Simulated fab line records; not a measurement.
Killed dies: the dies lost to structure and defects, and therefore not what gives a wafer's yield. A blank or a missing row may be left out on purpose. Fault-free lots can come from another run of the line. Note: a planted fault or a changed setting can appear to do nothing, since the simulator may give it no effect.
8D (eight disciplines) problem report, filled in by code + flow n5Finfet + the parts of the form that need people (team, actions taken, sign-off) are left out

## 1. THE PROBLEM
killed_at_M4_up at N5_PASSIVATION_PROBE_49 reads a mean of 108 on 2 wafers of 2 lots; wafers without a fault read 14 with a standard deviation of 5.4. Relative to the usual mean, that is a shift of +18 standard deviations.
The first sign was on wafer L422.6 at day 16 01:43, on prober-02. The record has a number at this step for 6 wafers belonging to 2 lots. Rule for "out", or "out of limits": more than 4 standard deviations from the usual mean. The rest of the wafers with a number are treated as sound.

## 2. WHAT THIS IS AND IS NOT
| question                    | is                                                                                            | is not                                                                                         |
|-----------------------------|-----------------------------------------------------------------------------------------------|------------------------------------------------------------------------------------------------|
| which readings at this step | killed_at_M4_up, defectLimitedYield, killedDies, sort_bin_5_function, sortNPass, sortYieldPct | killed_at_M0_to_M3, killedAtContacts, killedAtFrontEnd, killedAtOther, killedOpen, killedShort |
| which lots                  | L422, L425                                                                                    | -                                                                                              |
| which wafers of those lots  | L422.6, L425.5                                                                                | L422.2, L422.4, L425.2, L425.4                                                                 |
| read on which tools         | prober-01, prober-02                                                                          | -                                                                                              |
| when                        | from day 16 01:43                                                                             | up to then (2 sound wafers); but 2 sound wafers of L425 came after                             |

## 3. THE SUSPECTS, EACH WITH WHAT RULES IT OUT
Counting: a tool at a process step up to the reading stays a suspect if it ran every lot that is out. Sound lots after the first of them don't rule it out here, since some wafers of a struck lot are sound.
- pvdSputter-02 at N5_BEOL_M4_SPUTTER_48 (material Cu, target thk 4.5 nm, time 8.29 s): kept. It ran every lot that is out, first L422 (day 11 19:39).
Remaining after the count: pvdSputter-02 at N5_BEOL_M4_SPUTTER_48.

## 4. THE CAUSE (what the simulator had put in)
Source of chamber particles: pvdSputter-02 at N5_BEOL_M4_SPUTTER_48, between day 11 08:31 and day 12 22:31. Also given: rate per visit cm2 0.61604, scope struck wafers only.
Only this tool survived the counting.

## 5. THE CHAIN OF EFFECTS, in route order
Each row: a reading where the mean over the struck wafers with a number is more than 3 standard deviations away from the usual. Readings are gone through only where the record gives a usual standard deviation; hours: the median, over the lots, of the time from a lot's start at the first step in this table giving one to that lot's start at this step; sigmas: the change measured in usual standard deviations.
| hours | step                    | reading             | usual  | on struck wafers | change | sigmas |
|-------|-------------------------|---------------------|--------|------------------|--------|--------|
| 0     | N5_PASSIVATION_PROBE_49 | defectLimitedYield  | 91.2 % | 84.0             | -7.2   | -4.8   |
| 0     | N5_PASSIVATION_PROBE_49 | killed_at_M4_up     | 14     | 108              | +94    | +18    |
| 0     | N5_PASSIVATION_PROBE_49 | killedDies          | 103    | 189              | +86    | +4.8   |
| 0     | N5_PASSIVATION_PROBE_49 | killedOnRim         | 14     | 29               | +15    | +3.7   |
| 0     | N5_PASSIVATION_PROBE_49 | sort_bin_5_function | 5.1 %  | 9.8              | +4.8   | +4.8   |
| 0     | N5_PASSIVATION_PROBE_49 | sortNPass           | 1076   | 991              | -85    | -4.7   |
| 0     | N5_PASSIVATION_PROBE_49 | sortYieldPct        | 91.2 % | 84.0             | -7.2   | -4.8   |
Here are the process steps it includes:
- N5_PASSIVATION_PROBE_49

## 6. HOW IT WOULD HAVE BEEN CAUGHT EARLIER
In this record the first reading out of limits was taken at day 16 01:43, 113 hours after the fault began at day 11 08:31.
Of the tool readings at N5_BEOL_M4_SPUTTER_48 for which the record gives a usual standard deviation, none was out on any struck wafer, so an alarm limit of 4 standard deviations on them would not have fired.
All the lots that are out (2) had begun N5_BEOL_M4_SPUTTER_48 on pvdSputter-02 by day 16 01:43. None of them would have been spared by holding the tool at that moment.
